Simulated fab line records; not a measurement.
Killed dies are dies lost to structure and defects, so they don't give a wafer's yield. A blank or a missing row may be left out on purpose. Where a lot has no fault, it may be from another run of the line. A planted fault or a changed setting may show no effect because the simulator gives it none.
A struck lot beside a sound one -- flow nand_harc -- 41 steps out of a route of 1159
Sound: these wafers, L976.2, L976.3, L976.4. Struck: wafers L980.2, L980.5. (L980.6 of the same lot was not struck and is left out.) The cause comes at the end.
Per side, at each step with rows, come the tool, then ch with its chambers, and then its first start. Under that, the readings that differ: sound wafers -- struck wafers -- difference of the means -- sigmas: that difference in standard deviations of wafers without a fault.
alike: readings whose means differ by less than 2 such deviations, and words and numbers that are the same on both sides. not compared: withheld readings, readings that some wafer has no value for, bounds like >300 that may hide the same value, and numbers for which the record gives no deviation and whose values overlap.
The two part at a step that has a row with sigmas, a row that says differs or no value, or rows on one side only. When numbers do not overlap yet have no deviation, they are printed without sigmas and do not part them. A reading that every wafer of one side lacks parts them only if that side has two wafers or more.

first, 1 step without rows for these wafers: NHARC_P_STI_HARDBAKE_13 (time 65 s).
NHARC_P_STI_DESCUM_14: chemistry O2, time 3 s.
  sound on rie_diel-03 ch 0,1,2, day 3 03:44; struck on rie_diel-11 ch 0,1, day 4 05:16
  alike: drypump_motor_current_A, oes_product_au, rf_vpp_V, showerhead_plenum_p_Torr, throttle_valve_pct
  not compared: rf_hours_counter_h
NHARC_P_STI_ETCH_42: etches the open film in N2/H2, target depth 80 nm, overetch 24 nm, time 61 s.
  sound on rie_diel-03 ch 0,1,3, day 3 03:50; struck on rie_diel-11 ch 3, day 4 05:20
reading,sound,struck,difference,sigmas
rf_vpp_V (V),432.7 434.0 434.4,427.9 427.5,-6.0,-2
showerhead_plenum_p_Torr (Torr),2.16 2.16 2.12,1.92 1.92,-0.23,-2
  alike: bias_w, drypump_motor_current_A, oes_product_au, throttle_valve_pct
  not compared: rf_hours_counter_h
NHARC_P_STI_ETCH_31: etches the open film in CF4/CHF3, target depth 108.9 nm, time 54.5 s.
  sound: rie_diel-03 ch 0,1,3; struck: rie_diel-11 ch 1
reading,sound,struck,difference,sigmas
rf_vpp_V (V),373.2 371.6 372.6,367.1 367.0,-5.4,-2
showerhead_plenum_p_Torr (Torr),1.66 1.66 1.63,1.48 1.48,-0.17,-2
  alike: bias_w, drypump_motor_current_A, oes_product_au, throttle_valve_pct
  not compared: rf_hours_counter_h
NHARC_P_STI_ETCH_15: etches the open film in HBr/Cl2, target depth 300 nm, time 100.1 s.
  sound on rie_si-02 ch 1,2,3, day 3 04:01; struck on rie_si-02 ch 1,2, day 4 05:32
  alike: bias_w, drypump_motor_current_A, oes_product_au, throttle_valve_pct
  not compared: rf_hours_counter_h
NHARC_P_STI_CD_MEAS_16:
  sound on cd_sem-03 at day 3 04:11; struck on cd_sem-01 at day 4 05:41
reading,sound,struck,difference,sigmas
cd_nm (nm),202.3 200.6 205.8,197.1 198.1,-5.3,-2
NHARC_P_STI_OCD_MEAS_17:
  sound on ocd-02 at day 3 04:16; struck on ocd-02 at day 4 05:46
  alike: trench_depth_nm, trench_foot_cd_nm
then, 3 steps without rows for these wafers: NHARC_P_STI_STRIP_19 (strips in SPM, time 900 s); NHARC_P_STI_PRECLEAN_32 (cleans in SC1); NHARC_P_STI_SRD_23.
NHARC_P_STI_OCD_MEAS_43:
  sound on ocd-02 at day 3 04:46; struck on ocd-01 at day 4 06:17
  alike: trench_depth_nm, trench_foot_cd_nm
then, 1 step without rows for these wafers: NHARC_P_STI_OXIDE_33 (material SiO2, target thk 10 nm, ox time 281 s).
NHARC_P_STI_HDPCVD_20: deposits SiO2.
  sound on hdpcvd-01 ch 0,1, day 3 16:02; struck on hdpcvd-01 ch 0,1, day 4 14:42
then, 1 step without rows for these wafers: NHARC_P_STI_ANNEAL_34 (time 1800 s).
NHARC_P_STI_CMP_21: polishes, t overpolish 20 s, target thk 380.67 nm.
  sound on cmp-03 ch 0,1,2, day 4 00:33; struck on cmp-03 ch 1,3, day 5 01:25
  alike: motor_current_A, overpolish_run_s
then, 19 steps without rows for these wafers: NHARC_P_STI_SRD_35; NHARC_P_STI_ETCH_36 (etches SiO2 in dHF, target depth 38.8 nm); NHARC_P_STI_STRIP_24 (strips Si3N4 in H3PO4); NHARC_P_STI_ETCH_37 (etches SiO2 in dHF, target depth 11 nm); NHARC_P_STI_PRECLEAN_38 (cleans in SC1); NHARC_P_STI_SRD_39; NHARC_P_STI_OXIDE_40 (material SiO2, target thk 10 nm, ox time 1362 s); NHARC_P_GATE_ETCH_69 (etches SiO2 in dHF, target depth 14 nm); NHARC_P_GATE_PRECLEAN_70 (cleans in SC1); NHARC_P_GATE_SRD_01; NHARC_P_GATE_OXIDE_02 (material SiO2, target thk 37.5 nm, ox time 365 s); NHARC_P_GATE_DEHYDRATE_03 (time 120 s); NHARC_P_GATE_HMDS_04 (time 30 s); NHARC_P_GATE_COAT_05; NHARC_P_GATE_SOFTBAKE_06 (time 95 s); NHARC_P_GATE_EBR_07; NHARC_P_GATE_EXPOSE_08 (exposes mask P HV); NHARC_P_GATE_PEB_09 (peb time 85 s); NHARC_P_GATE_DEVELOP_10 (time 70 s).
NHARC_P_GATE_CD_MEAS_11 targets a cd of 1640 nm.
  sound on cd_sem-03 ch 0, day 4 17:36; struck on cd_sem-03 ch 0, day 5 20:01
  alike: cd_nm
then, 5 steps without rows for these wafers: NHARC_P_GATE_HARDBAKE_12 (time 80 s); NHARC_P_GATE_DESCUM_13 (chemistry O2, time 3 s); NHARC_P_GATE_ETCH_14 (etches SiO2 in dHF, target depth 48.8 nm); NHARC_P_GATE_STRIP_15 (strips in SPM, time 780 s); NHARC_P_GATE_PRECLEAN_71 (cleans in SC1).
-- break in the record here, with 18 days between the starts of the struck wafers on either side (left off in module P_GATE, picked up again in module END, where the first step shown is number 1159 on the route) --
NHARC_END_SORT_01:
  here the record holds rows for the struck wafers (prober-02 ch 0, day 23 09:31) but none for the sound ones

== WHERE THEY PART ==
Earliest at NHARC_P_STI_ETCH_42; latest, in this record, at NHARC_END_SORT_01.

WHY: the cause the simulator had injected
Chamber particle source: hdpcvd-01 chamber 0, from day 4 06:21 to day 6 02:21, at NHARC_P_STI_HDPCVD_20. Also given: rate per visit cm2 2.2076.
